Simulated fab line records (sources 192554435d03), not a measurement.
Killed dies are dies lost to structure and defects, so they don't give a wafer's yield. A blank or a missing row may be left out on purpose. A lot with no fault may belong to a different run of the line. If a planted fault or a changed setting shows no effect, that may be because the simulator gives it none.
fab line records || flow n5-finfet || part 2 of 2: steps 22 to 31 of 31
record {"lots": 5, "wafers": 15, "last-day": 17}
route steps=1938 shown BEOL_M13@1696 BEOL_M14@1716
lots untouched by any fault: they come from a run of this same line in which no faults occurred
start-h: hours from the record's first day to the start of the lot's first wafer shown || wait-h: hours since the lot's step before || " identical to the entry in the row above || L1.1+2: several wafers, shown together as one row || - value missing, or start not given || * or withheld: withheld || < > ~ a bound
route shown NAME@n: names a module that has steps shown in the file, with the first one's number in the route || usual: the fault-free wafers' mean and standard deviation || same: alike in all rows || chamber/n: place in a boat || sites: per-site readings || _std_site: their standard deviation || _edge_site: outer sites' mean less inner sites' || radius-mm: how far each site lies from the wafer's centre || mask NAME#n: copy n || behind: tool/chamber where the wafer was last shaped || hold: why the lot was held/for how many hours/how that ended || device: names the non-switching transistor (n, p or np) || end of line: the tests these same wafers got at the end of their route || for a step that has no rows: nothing shown but its recipe || killed: count of dies lost to structure and defects at first sort (not the wafer's yield) || map: a wafer's dies, x killed, . not, _ none there
set.NAME: setting as actually run; set.NAME@STEP: the setting as run at that earlier step || model.NAME: the simulator's own value behind a step, which no gauge read
a table for each step, a row for each wafer; lots at some steps of the route
services: when a tool's chamber went out of use (start-h, in hours from the record's first day, below 0 if earlier), for how many hours, and the reason
## steps
# step N5_BEOL_M14_THK_MEAS_01
# recipe {"reads": "SiO2_of_BEOL_M14_ILD_DEP_00"}
# usual {"M14_ILD_THK": "1124/14"}
{"lot.wafer": "L079.1", "tool": "film-metro-01", "chamber": "-", "start-h": 291.76, "wait-h": 0.1, "M14_ILD_THK[nm]": 1108}
{"lot.wafer": "L079.2", "tool": "film-metro-01", "chamber": "-", "start-h": 291.76, "wait-h": 0.1, "M14_ILD_THK[nm]": 1117}
{"lot.wafer": "L079.5", "tool": "film-metro-01", "chamber": "-", "start-h": 291.76, "wait-h": 0.1, "M14_ILD_THK[nm]": 1129}
{"lot.wafer": "L083.1", "tool": "film-metro-02", "chamber": "-", "start-h": 310.80, "wait-h": 0.1, "M14_ILD_THK[nm]": 1116}
{"lot.wafer": "L083.2", "tool": "film-metro-02", "chamber": "-", "start-h": 310.80, "wait-h": 0.1, "M14_ILD_THK[nm]": 1107}
{"lot.wafer": "L083.4", "tool": "film-metro-02", "chamber": "-", "start-h": 310.80, "wait-h": 0.1, "M14_ILD_THK[nm]": 1137}
{"lot.wafer": "L084.1", "tool": "film-metro-01", "chamber": "-", "start-h": 311.73, "wait-h": 0.1, "M14_ILD_THK[nm]": 1105}
{"lot.wafer": "L084.3", "tool": "film-metro-01", "chamber": "-", "start-h": 311.73, "wait-h": 0.1, "M14_ILD_THK[nm]": 1120}
{"lot.wafer": "L084.5", "tool": "film-metro-01", "chamber": "-", "start-h": 311.73, "wait-h": 0.1, "M14_ILD_THK[nm]": 1124}
{"lot.wafer": "L090.1", "tool": "film-metro-02", "chamber": "-", "start-h": 358.95, "wait-h": 0.1, "M14_ILD_THK[nm]": 1113}
{"lot.wafer": "L090.2", "tool": "film-metro-02", "chamber": "-", "start-h": 358.95, "wait-h": 0.1, "M14_ILD_THK[nm]": 1106}
{"lot.wafer": "L090.5", "tool": "film-metro-02", "chamber": "-", "start-h": 358.95, "wait-h": 0.1, "M14_ILD_THK[nm]": 1126}
{"lot.wafer": "L094.1", "tool": "film-metro-01", "chamber": "-", "start-h": 389.96, "wait-h": 0.2, "M14_ILD_THK[nm]": 1109}
{"lot.wafer": "L094.4", "tool": "film-metro-01", "chamber": "-", "start-h": 389.96, "wait-h": 0.2, "M14_ILD_THK[nm]": 1103}
{"lot.wafer": "L094.5", "tool": "film-metro-01", "chamber": "-", "start-h": 389.96, "wait-h": 0.2, "M14_ILD_THK[nm]": 1109}
# step N5_BEOL_M14_COAT_58
# recipe {"resist": "BARC", "temp-c": 205, "time-s": 60, "spin-rpm": 1500, "resist-thk-nm": 89}
# usual {"chill-plate-temp-C": "23.01/0.11", "dispense-pressure-kPa": "54.0/2.6"}
{"lot.wafer": "L079.1", "tool": "litho-track-05", "chamber": 0, "start-h": 291.79, "wait-h": 0.0, "chill-plate-temp-C": 23.09, "dispense-pressure-kPa": 54.8}
{"lot.wafer": "L079.2", "tool": "litho-track-05", "chamber": 0, "start-h": 291.79, "wait-h": 0.0, "chill-plate-temp-C": 23.10, "dispense-pressure-kPa": 54.9}
{"lot.wafer": "L079.5", "tool": "litho-track-05", "chamber": 0, "start-h": 291.79, "wait-h": 0.0, "chill-plate-temp-C": 22.97, "dispense-pressure-kPa": 54.9}
{"lot.wafer": "L083.1", "tool": "litho-track-03", "chamber": 0, "start-h": 310.83, "wait-h": 0.0, "chill-plate-temp-C": 22.94, "dispense-pressure-kPa": 51.0}
{"lot.wafer": "L083.2", "tool": "litho-track-03", "chamber": 0, "start-h": 310.83, "wait-h": 0.0, "chill-plate-temp-C": 22.91, "dispense-pressure-kPa": 51.0}
{"lot.wafer": "L083.4", "tool": "litho-track-03", "chamber": 0, "start-h": 310.83, "wait-h": 0.0, "chill-plate-temp-C": 23.03, "dispense-pressure-kPa": 51.0}
{"lot.wafer": "L084.1", "tool": "litho-track-05", "chamber": 0, "start-h": 311.76, "wait-h": 0.0, "chill-plate-temp-C": 23.01, "dispense-pressure-kPa": 54.9}
{"lot.wafer": "L084.3", "tool": "litho-track-05", "chamber": 0, "start-h": 311.76, "wait-h": 0.0, "chill-plate-temp-C": 22.94, "dispense-pressure-kPa": 54.8}
{"lot.wafer": "L084.5", "tool": "litho-track-05", "chamber": 0, "start-h": 311.76, "wait-h": 0.0, "chill-plate-temp-C": 22.76, "dispense-pressure-kPa": 54.9}
{"lot.wafer": "L090.1", "tool": "litho-track-03", "chamber": 0, "start-h": 358.99, "wait-h": 0.0, "chill-plate-temp-C": 22.89, "dispense-pressure-kPa": 51.0}
{"lot.wafer": "L090.2", "tool": "litho-track-03", "chamber": 0, "start-h": 358.99, "wait-h": 0.0, "chill-plate-temp-C": 23.02, "dispense-pressure-kPa": 51.0}
{"lot.wafer": "L090.5", "tool": "litho-track-03", "chamber": 0, "start-h": 358.99, "wait-h": 0.0, "chill-plate-temp-C": 22.99, "dispense-pressure-kPa": 51.0}
{"lot.wafer": "L094.1", "tool": "litho-track-03", "chamber": 0, "start-h": 389.99, "wait-h": 0.0, "chill-plate-temp-C": 23.18, "dispense-pressure-kPa": 51.1}
{"lot.wafer": "L094.4", "tool": "litho-track-03", "chamber": 0, "start-h": 389.99, "wait-h": 0.0, "chill-plate-temp-C": 23.04, "dispense-pressure-kPa": 51.1}
{"lot.wafer": "L094.5", "tool": "litho-track-03", "chamber": 0, "start-h": 389.99, "wait-h": 0.0, "chill-plate-temp-C": 23.18, "dispense-pressure-kPa": 51.1}
# step N5_BEOL_M14_COAT_04
# recipe {"spin-rpm": 1704, "resist-thk-nm": 800}
# usual {"chill-plate-temp-C": "23.00/0.1", "dispense-pressure-kPa": "54.0/2.7"}
{"lot.wafer": "L079.1", "tool": "litho-track-05", "chamber": 0, "start-h": "-", "wait-h": "-", "chill-plate-temp-C": 23.09, "dispense-pressure-kPa": 54.8}
{"lot.wafer": "L079.2", "tool": "litho-track-05", "chamber": 0, "start-h": "-", "wait-h": "-", "chill-plate-temp-C": 22.98, "dispense-pressure-kPa": 54.8}
{"lot.wafer": "L079.5", "tool": "litho-track-05", "chamber": 0, "start-h": "-", "wait-h": "-", "chill-plate-temp-C": 23.00, "dispense-pressure-kPa": 54.8}
{"lot.wafer": "L083.1", "tool": "litho-track-03", "chamber": 0, "start-h": "-", "wait-h": "-", "chill-plate-temp-C": 22.99, "dispense-pressure-kPa": 51.0}
{"lot.wafer": "L083.2", "tool": "litho-track-03", "chamber": 0, "start-h": "-", "wait-h": "-", "chill-plate-temp-C": 23.06, "dispense-pressure-kPa": 51.0}
{"lot.wafer": "L083.4", "tool": "litho-track-03", "chamber": 0, "start-h": "-", "wait-h": "-", "chill-plate-temp-C": 22.97, "dispense-pressure-kPa": 51.0}
{"lot.wafer": "L084.1", "tool": "litho-track-05", "chamber": 0, "start-h": "-", "wait-h": "-", "chill-plate-temp-C": 22.89, "dispense-pressure-kPa": 54.8}
{"lot.wafer": "L084.3", "tool": "litho-track-05", "chamber": 0, "start-h": "-", "wait-h": "-", "chill-plate-temp-C": 22.75, "dispense-pressure-kPa": 54.8}
{"lot.wafer": "L084.5", "tool": "litho-track-05", "chamber": 0, "start-h": "-", "wait-h": "-", "chill-plate-temp-C": 22.97, "dispense-pressure-kPa": 54.8}
{"lot.wafer": "L090.1", "tool": "litho-track-03", "chamber": 0, "start-h": "-", "wait-h": "-", "chill-plate-temp-C": 22.88, "dispense-pressure-kPa": 51.0}
{"lot.wafer": "L090.2", "tool": "litho-track-03", "chamber": 0, "start-h": "-", "wait-h": "-", "chill-plate-temp-C": 23.01, "dispense-pressure-kPa": 51.1}
{"lot.wafer": "L090.5", "tool": "litho-track-03", "chamber": 0, "start-h": "-", "wait-h": "-", "chill-plate-temp-C": 22.92, "dispense-pressure-kPa": 51.0}
{"lot.wafer": "L094.1", "tool": "litho-track-03", "chamber": 0, "start-h": "-", "wait-h": "-", "chill-plate-temp-C": 23.00, "dispense-pressure-kPa": 51.0}
{"lot.wafer": "L094.4", "tool": "litho-track-03", "chamber": 0, "start-h": "-", "wait-h": "-", "chill-plate-temp-C": 23.10, "dispense-pressure-kPa": 51.0}
{"lot.wafer": "L094.5", "tool": "litho-track-03", "chamber": 0, "start-h": "-", "wait-h": "-", "chill-plate-temp-C": 23.13, "dispense-pressure-kPa": 51.1}
# step N5_BEOL_M14_EBR_06
# recipe {"solvent": "PGMEA", "ebr-width-mm": 1.5}
# usual {"chill-plate-temp-C": "23.04/0.11"}
{"lot.wafer": "L079.1", "tool": "litho-track-05", "chamber": 0, "start-h": "-", "wait-h": "-", "chill-plate-temp-C": 23.07}
{"lot.wafer": "L079.2", "tool": "litho-track-05", "chamber": 0, "start-h": "-", "wait-h": "-", "chill-plate-temp-C": 23.21}
{"lot.wafer": "L079.5", "tool": "litho-track-05", "chamber": 0, "start-h": "-", "wait-h": "-", "chill-plate-temp-C": 23.13}
{"lot.wafer": "L083.1", "tool": "litho-track-03", "chamber": 0, "start-h": "-", "wait-h": "-", "chill-plate-temp-C": 23.15}
{"lot.wafer": "L083.2", "tool": "litho-track-03", "chamber": 0, "start-h": "-", "wait-h": "-", "chill-plate-temp-C": 23.06}
{"lot.wafer": "L083.4", "tool": "litho-track-03", "chamber": 0, "start-h": "-", "wait-h": "-", "chill-plate-temp-C": 23.03}
{"lot.wafer": "L084.1", "tool": "litho-track-05", "chamber": 0, "start-h": "-", "wait-h": "-", "chill-plate-temp-C": 23.03}
{"lot.wafer": "L084.3", "tool": "litho-track-05", "chamber": 0, "start-h": "-", "wait-h": "-", "chill-plate-temp-C": 22.93}
{"lot.wafer": "L084.5", "tool": "litho-track-05", "chamber": 0, "start-h": "-", "wait-h": "-", "chill-plate-temp-C": 23.02}
{"lot.wafer": "L090.1", "tool": "litho-track-03", "chamber": 0, "start-h": "-", "wait-h": "-", "chill-plate-temp-C": 23.00}
{"lot.wafer": "L090.2", "tool": "litho-track-03", "chamber": 0, "start-h": "-", "wait-h": "-", "chill-plate-temp-C": 22.96}
{"lot.wafer": "L090.5", "tool": "litho-track-03", "chamber": 0, "start-h": "-", "wait-h": "-", "chill-plate-temp-C": 23.02}
{"lot.wafer": "L094.1", "tool": "litho-track-03", "chamber": 0, "start-h": "-", "wait-h": "-", "chill-plate-temp-C": 23.13}
{"lot.wafer": "L094.4", "tool": "litho-track-03", "chamber": 0, "start-h": "-", "wait-h": "-", "chill-plate-temp-C": 23.10}
{"lot.wafer": "L094.5", "tool": "litho-track-03", "chamber": 0, "start-h": "-", "wait-h": "-", "chill-plate-temp-C": 23.00}
# step N5_BEOL_M14_SOFTBAKE_05
# recipe {"temp-c": 130, "time-s": 60}
# usual {"chill-plate-temp-C": "22.99/0.11"}
{"lot.wafer": "L079.1", "tool": "litho-track-05", "chamber": 0, "start-h": "-", "wait-h": "-", "chill-plate-temp-C": 22.87}
{"lot.wafer": "L079.2", "tool": "litho-track-05", "chamber": 0, "start-h": "-", "wait-h": "-", "chill-plate-temp-C": 23.07}
{"lot.wafer": "L079.5", "tool": "litho-track-05", "chamber": 0, "start-h": "-", "wait-h": "-", "chill-plate-temp-C": 23.07}
{"lot.wafer": "L083.1", "tool": "litho-track-03", "chamber": 0, "start-h": "-", "wait-h": "-", "chill-plate-temp-C": 22.98}
{"lot.wafer": "L083.2", "tool": "litho-track-03", "chamber": 0, "start-h": "-", "wait-h": "-", "chill-plate-temp-C": 22.91}
{"lot.wafer": "L083.4", "tool": "litho-track-03", "chamber": 0, "start-h": "-", "wait-h": "-", "chill-plate-temp-C": 23.01}
{"lot.wafer": "L084.1", "tool": "litho-track-05", "chamber": 0, "start-h": "-", "wait-h": "-", "chill-plate-temp-C": 22.97}
{"lot.wafer": "L084.3", "tool": "litho-track-05", "chamber": 0, "start-h": "-", "wait-h": "-", "chill-plate-temp-C": 23.00}
{"lot.wafer": "L084.5", "tool": "litho-track-05", "chamber": 0, "start-h": "-", "wait-h": "-", "chill-plate-temp-C": 22.86}
{"lot.wafer": "L090.1", "tool": "litho-track-03", "chamber": 0, "start-h": "-", "wait-h": "-", "chill-plate-temp-C": 23.01}
{"lot.wafer": "L090.2", "tool": "litho-track-03", "chamber": 0, "start-h": "-", "wait-h": "-", "chill-plate-temp-C": 23.14}
{"lot.wafer": "L090.5", "tool": "litho-track-03", "chamber": 0, "start-h": "-", "wait-h": "-", "chill-plate-temp-C": 23.11}
{"lot.wafer": "L094.1", "tool": "litho-track-03", "chamber": 0, "start-h": "-", "wait-h": "-", "chill-plate-temp-C": 23.00}
{"lot.wafer": "L094.4", "tool": "litho-track-03", "chamber": 0, "start-h": "-", "wait-h": "-", "chill-plate-temp-C": 22.91}
{"lot.wafer": "L094.5", "tool": "litho-track-03", "chamber": 0, "start-h": "-", "wait-h": "-", "chill-plate-temp-C": 22.94}
# step N5_BEOL_M14_EXPOSE_07
# recipe {"mask-id": "V13", "na": 0.8, "source-shape": "annular", "sigma-inner": 0.5, "sigma-outer": 0.8, "polarization": "unpolarized", "attpsm-phase-deg": 180, "dose-mj": 57}
# usual {"stage-vel-mm-s": "500.00/0.29"}
{"lot.wafer": "L079.1", "tool": "krf-scanner-01", "chamber": 0, "start-h": 292.02, "wait-h": "-", "mask": "V13#0", "stage-vel-mm-s": 500.23}
{"lot.wafer": "L079.2", "tool": "krf-scanner-01", "chamber": 0, "start-h": 292.02, "wait-h": "-", "mask": "V13#0", "stage-vel-mm-s": 500.30}
{"lot.wafer": "L079.5", "tool": "krf-scanner-01", "chamber": 0, "start-h": 292.02, "wait-h": "-", "mask": "V13#0", "stage-vel-mm-s": 500.22}
{"lot.wafer": "L083.1", "tool": "krf-scanner-02", "chamber": 0, "start-h": 310.93, "wait-h": "-", "mask": "V13#0", "stage-vel-mm-s": 500.53}
{"lot.wafer": "L083.2", "tool": "krf-scanner-02", "chamber": 0, "start-h": 310.93, "wait-h": "-", "mask": "V13#0", "stage-vel-mm-s": 499.76}
{"lot.wafer": "L083.4", "tool": "krf-scanner-02", "chamber": 0, "start-h": 310.93, "wait-h": "-", "mask": "V13#0", "stage-vel-mm-s": 500.19}
{"lot.wafer": "L084.1", "tool": "krf-scanner-02", "chamber": 0, "start-h": 311.86, "wait-h": "-", "mask": "V13#0", "stage-vel-mm-s": 500.07}
{"lot.wafer": "L084.3", "tool": "krf-scanner-02", "chamber": 0, "start-h": 311.86, "wait-h": "-", "mask": "V13#0", "stage-vel-mm-s": 499.95}
{"lot.wafer": "L084.5", "tool": "krf-scanner-02", "chamber": 0, "start-h": 311.86, "wait-h": "-", "mask": "V13#0", "stage-vel-mm-s": 499.73}
{"lot.wafer": "L090.1", "tool": "krf-scanner-02", "chamber": 0, "start-h": 359.21, "wait-h": "-", "mask": "V13#0", "stage-vel-mm-s": 499.81}
{"lot.wafer": "L090.2", "tool": "krf-scanner-02", "chamber": 0, "start-h": 359.21, "wait-h": "-", "mask": "V13#0", "stage-vel-mm-s": 499.98}
{"lot.wafer": "L090.5", "tool": "krf-scanner-02", "chamber": 0, "start-h": 359.21, "wait-h": "-", "mask": "V13#0", "stage-vel-mm-s": 500.24}
{"lot.wafer": "L094.1", "tool": "krf-scanner-02", "chamber": 0, "start-h": 390.09, "wait-h": "-", "mask": "V13#0", "stage-vel-mm-s": 499.00}
{"lot.wafer": "L094.4", "tool": "krf-scanner-02", "chamber": 0, "start-h": 390.09, "wait-h": "-", "mask": "V13#0", "stage-vel-mm-s": 499.58}
{"lot.wafer": "L094.5", "tool": "krf-scanner-02", "chamber": 0, "start-h": 390.09, "wait-h": "-", "mask": "V13#0", "stage-vel-mm-s": 499.84}
# step N5_BEOL_M14_PEB_08
# recipe {"peb-temp-c": 130, "peb-time-s": 90}
# usual {"chill-plate-temp-C": "22.99/0.095"}
{"lot.wafer": "L079.1", "tool": "litho-track-03", "chamber": 0, "start-h": 292.08, "wait-h": 0.1, "chill-plate-temp-C": 22.94}
{"lot.wafer": "L079.2", "tool": "litho-track-03", "chamber": 0, "start-h": 292.08, "wait-h": 0.1, "chill-plate-temp-C": 22.98}
{"lot.wafer": "L079.5", "tool": "litho-track-03", "chamber": 0, "start-h": 292.08, "wait-h": 0.1, "chill-plate-temp-C": 23.11}
{"lot.wafer": "L083.1", "tool": "litho-track-03", "chamber": 0, "start-h": 310.99, "wait-h": 0.1, "chill-plate-temp-C": 23.11}
{"lot.wafer": "L083.2", "tool": "litho-track-03", "chamber": 0, "start-h": 310.99, "wait-h": 0.1, "chill-plate-temp-C": 23.22}
{"lot.wafer": "L083.4", "tool": "litho-track-03", "chamber": 0, "start-h": 310.99, "wait-h": 0.1, "chill-plate-temp-C": 23.00}
{"lot.wafer": "L084.1", "tool": "litho-track-05", "chamber": 0, "start-h": 311.92, "wait-h": 0.1, "chill-plate-temp-C": 22.95}
{"lot.wafer": "L084.3", "tool": "litho-track-05", "chamber": 0, "start-h": 311.92, "wait-h": 0.1, "chill-plate-temp-C": 23.12}
{"lot.wafer": "L084.5", "tool": "litho-track-05", "chamber": 0, "start-h": 311.92, "wait-h": 0.1, "chill-plate-temp-C": 22.92}
{"lot.wafer": "L090.1", "tool": "litho-track-02", "chamber": 0, "start-h": 359.27, "wait-h": 0.1, "chill-plate-temp-C": 22.97}
{"lot.wafer": "L090.2", "tool": "litho-track-02", "chamber": 0, "start-h": 359.27, "wait-h": 0.1, "chill-plate-temp-C": 23.03}
{"lot.wafer": "L090.5", "tool": "litho-track-02", "chamber": 0, "start-h": 359.27, "wait-h": 0.1, "chill-plate-temp-C": 22.98}
{"lot.wafer": "L094.1", "tool": "litho-track-03", "chamber": 0, "start-h": 390.15, "wait-h": 0.1, "chill-plate-temp-C": 22.91}
{"lot.wafer": "L094.4", "tool": "litho-track-03", "chamber": 0, "start-h": 390.15, "wait-h": 0.1, "chill-plate-temp-C": 22.90}
{"lot.wafer": "L094.5", "tool": "litho-track-03", "chamber": 0, "start-h": 390.15, "wait-h": 0.1, "chill-plate-temp-C": 23.03}
# step N5_BEOL_M14_DEVELOP_09
# recipe {"develop-time-s": 45, "rinse-liquid": "diw", "dry": "air-spin", "dev-temp-c": 21}
# usual {"chill-plate-temp-C": "23.02/0.1"}
{"lot.wafer": "L079.1", "tool": "litho-track-03", "chamber": 0, "start-h": "-", "wait-h": "-", "chill-plate-temp-C": 23.00}
{"lot.wafer": "L079.2", "tool": "litho-track-03", "chamber": 0, "start-h": "-", "wait-h": "-", "chill-plate-temp-C": 22.92}
{"lot.wafer": "L079.5", "tool": "litho-track-03", "chamber": 0, "start-h": "-", "wait-h": "-", "chill-plate-temp-C": 23.09}
{"lot.wafer": "L083.1", "tool": "litho-track-03", "chamber": 0, "start-h": "-", "wait-h": "-", "chill-plate-temp-C": 23.04}
{"lot.wafer": "L083.2", "tool": "litho-track-03", "chamber": 0, "start-h": "-", "wait-h": "-", "chill-plate-temp-C": 22.99}
{"lot.wafer": "L083.4", "tool": "litho-track-03", "chamber": 0, "start-h": "-", "wait-h": "-", "chill-plate-temp-C": 22.96}
{"lot.wafer": "L084.1", "tool": "litho-track-05", "chamber": 0, "start-h": "-", "wait-h": "-", "chill-plate-temp-C": 23.16}
{"lot.wafer": "L084.3", "tool": "litho-track-05", "chamber": 0, "start-h": "-", "wait-h": "-", "chill-plate-temp-C": 23.14}
{"lot.wafer": "L084.5", "tool": "litho-track-05", "chamber": 0, "start-h": "-", "wait-h": "-", "chill-plate-temp-C": 23.10}
{"lot.wafer": "L090.1", "tool": "litho-track-02", "chamber": 0, "start-h": "-", "wait-h": "-", "chill-plate-temp-C": 23.12}
{"lot.wafer": "L090.2", "tool": "litho-track-02", "chamber": 0, "start-h": "-", "wait-h": "-", "chill-plate-temp-C": 23.11}
{"lot.wafer": "L090.5", "tool": "litho-track-02", "chamber": 0, "start-h": "-", "wait-h": "-", "chill-plate-temp-C": 22.88}
{"lot.wafer": "L094.1", "tool": "litho-track-03", "chamber": 0, "start-h": "-", "wait-h": "-", "chill-plate-temp-C": 23.24}
{"lot.wafer": "L094.4", "tool": "litho-track-03", "chamber": 0, "start-h": "-", "wait-h": "-", "chill-plate-temp-C": 23.10}
{"lot.wafer": "L094.5", "tool": "litho-track-03", "chamber": 0, "start-h": "-", "wait-h": "-", "chill-plate-temp-C": 22.95}
# step N5_BEOL_M14_HARDBAKE_14
# recipe {"temp-c": 130, "time-s": 120}
# usual {"chill-plate-temp-C": "23.03/0.092"}
{"lot.wafer": "L079.1", "tool": "litho-track-03", "chamber": 0, "start-h": "-", "wait-h": "-", "chill-plate-temp-C": 22.94}
{"lot.wafer": "L079.2", "tool": "litho-track-03", "chamber": 0, "start-h": "-", "wait-h": "-", "chill-plate-temp-C": 23.00}
{"lot.wafer": "L079.5", "tool": "litho-track-03", "chamber": 0, "start-h": "-", "wait-h": "-", "chill-plate-temp-C": 23.07}
{"lot.wafer": "L083.1", "tool": "litho-track-03", "chamber": 0, "start-h": "-", "wait-h": "-", "chill-plate-temp-C": 22.99}
{"lot.wafer": "L083.2", "tool": "litho-track-03", "chamber": 0, "start-h": "-", "wait-h": "-", "chill-plate-temp-C": 23.16}
{"lot.wafer": "L083.4", "tool": "litho-track-03", "chamber": 0, "start-h": "-", "wait-h": "-", "chill-plate-temp-C": 23.24}
{"lot.wafer": "L084.1", "tool": "litho-track-05", "chamber": 0, "start-h": "-", "wait-h": "-", "chill-plate-temp-C": 22.98}
{"lot.wafer": "L084.3", "tool": "litho-track-05", "chamber": 0, "start-h": "-", "wait-h": "-", "chill-plate-temp-C": 22.94}
{"lot.wafer": "L084.5", "tool": "litho-track-05", "chamber": 0, "start-h": "-", "wait-h": "-", "chill-plate-temp-C": 22.99}
{"lot.wafer": "L090.1", "tool": "litho-track-02", "chamber": 0, "start-h": "-", "wait-h": "-", "chill-plate-temp-C": 23.23}
{"lot.wafer": "L090.2", "tool": "litho-track-02", "chamber": 0, "start-h": "-", "wait-h": "-", "chill-plate-temp-C": 23.16}
{"lot.wafer": "L090.5", "tool": "litho-track-02", "chamber": 0, "start-h": "-", "wait-h": "-", "chill-plate-temp-C": 23.08}
{"lot.wafer": "L094.1", "tool": "litho-track-03", "chamber": 0, "start-h": "-", "wait-h": "-", "chill-plate-temp-C": 22.97}
{"lot.wafer": "L094.4", "tool": "litho-track-03", "chamber": 0, "start-h": "-", "wait-h": "-", "chill-plate-temp-C": 23.11}
{"lot.wafer": "L094.5", "tool": "litho-track-03", "chamber": 0, "start-h": "-", "wait-h": "-", "chill-plate-temp-C": 23.16}
# step N5_BEOL_M14_CD_MEAS_10
# recipe {"target-cd-nm": 250, "landing-energy-ev": 500, "detector": "se-inlens", "polarity": "opening"}
# usual {"cd-nm": "250.3/1.8"}
{"lot.wafer": "L079.1", "tool": "cd-sem-02", "chamber": 0, "start-h": 292.20, "wait-h": "-", "cd-nm": 249.7}
{"lot.wafer": "L079.2", "tool": "cd-sem-02", "chamber": 0, "start-h": 292.20, "wait-h": "-", "cd-nm": 249.4}
{"lot.wafer": "L079.5", "tool": "cd-sem-02", "chamber": 0, "start-h": 292.20, "wait-h": "-", "cd-nm": 251.5}
{"lot.wafer": "L083.1", "tool": "cd-sem-01", "chamber": 0, "start-h": 311.11, "wait-h": "-", "cd-nm": 254.3}
{"lot.wafer": "L083.2", "tool": "cd-sem-01", "chamber": 0, "start-h": 311.11, "wait-h": "-", "cd-nm": 251.3}
{"lot.wafer": "L083.4", "tool": "cd-sem-01", "chamber": 0, "start-h": 311.11, "wait-h": "-", "cd-nm": 249.9}
{"lot.wafer": "L084.1", "tool": "cd-sem-01", "chamber": 0, "start-h": 312.04, "wait-h": "-", "cd-nm": 249.8}
{"lot.wafer": "L084.3", "tool": "cd-sem-01", "chamber": 0, "start-h": 312.04, "wait-h": "-", "cd-nm": 249.4}
{"lot.wafer": "L084.5", "tool": "cd-sem-01", "chamber": 0, "start-h": 312.04, "wait-h": "-", "cd-nm": 248.2}
{"lot.wafer": "L090.1", "tool": "cd-sem-02", "chamber": 0, "start-h": 359.39, "wait-h": "-", "cd-nm": 248.7}
{"lot.wafer": "L090.2", "tool": "cd-sem-02", "chamber": 0, "start-h": 359.39, "wait-h": "-", "cd-nm": 250.4}
{"lot.wafer": "L090.5", "tool": "cd-sem-02", "chamber": 0, "start-h": 359.39, "wait-h": "-", "cd-nm": 251.2}
{"lot.wafer": "L094.1", "tool": "cd-sem-02", "chamber": 0, "start-h": 390.27, "wait-h": "-", "cd-nm": 249.5}
{"lot.wafer": "L094.4", "tool": "cd-sem-02", "chamber": 0, "start-h": 390.27, "wait-h": "-", "cd-nm": 251.8}
{"lot.wafer": "L094.5", "tool": "cd-sem-02", "chamber": 0, "start-h": 390.27, "wait-h": "-", "cd-nm": 252.8}
## services
{"tool": "cmp-01", "chamber": "-", "start-h": 250.04, "hours": 14.9, "kind": "pm"}
{"tool": "krf-scanner-02", "chamber": "-", "start-h": 263.08, "hours": 1.0, "kind": "pm"}
{"tool": "pecvd-02", "chamber": "-", "start-h": 264.28, "hours": 5.5, "kind": "pm"}
{"tool": "plasma-asher-02", "chamber": "-", "start-h": 268.40, "hours": 0.4, "kind": "repair"}
{"tool": "cmp-01", "chamber": "-", "start-h": 269.52, "hours": 5.5, "kind": "repair"}
{"tool": "krf-scanner-02", "chamber": "-", "start-h": 269.53, "hours": 2.5, "kind": "repair"}
{"tool": "cmp-02", "chamber": "-", "start-h": 270.72, "hours": 4.0, "kind": "pm"}
{"tool": "rie-diel-01", "chamber": "-", "start-h": 271.77, "hours": 2.8, "kind": "pm"}
{"tool": "rie-diel-02", "chamber": 0, "start-h": 275.91, "hours": 6.9, "kind": "repair"}
{"tool": "krf-scanner-01", "chamber": "-", "start-h": 278.00, "hours": 4.1, "kind": "repair"}
{"tool": "rie-diel-01", "chamber": 2, "start-h": 285.53, "hours": 14.8, "kind": "repair"}
{"tool": "pvd-sputter-03", "chamber": "-", "start-h": 294.50, "hours": 0.8, "kind": "repair"}
{"tool": "wet-bench-06", "chamber": "-", "start-h": 295.82, "hours": 1.2, "kind": "repair"}
{"tool": "cmp-02", "chamber": "-", "start-h": 303.82, "hours": 0.9, "kind": "repair"}
{"tool": "krf-scanner-01", "chamber": "-", "start-h": 306.98, "hours": 1.3, "kind": "pm"}
{"tool": "krf-scanner-02", "chamber": "-", "start-h": 318.54, "hours": 0.8, "kind": "pm"}
{"tool": "wet-bench-06", "chamber": "-", "start-h": 321.28, "hours": 1.1, "kind": "repair"}
{"tool": "ecd-cu-01", "chamber": "-", "start-h": 323.62, "hours": 1.7, "kind": "repair"}
{"tool": "pecvd-03", "chamber": "-", "start-h": 324.74, "hours": 0.7, "kind": "repair"}
{"tool": "cmp-02", "chamber": "-", "start-h": 327.71, "hours": 16.8, "kind": "pm"}
{"tool": "plasma-asher-01", "chamber": "-", "start-h": 350.58, "hours": 0.3, "kind": "repair"}
{"tool": "krf-scanner-02", "chamber": "-", "start-h": 350.95, "hours": 1.3, "kind": "pm"}
{"tool": "pecvd-02", "chamber": 1, "start-h": 369.50, "hours": 7.5, "kind": "repair"}
{"tool": "pvd-sputter-03", "chamber": "-", "start-h": 376.74, "hours": 2.5, "kind": "repair"}
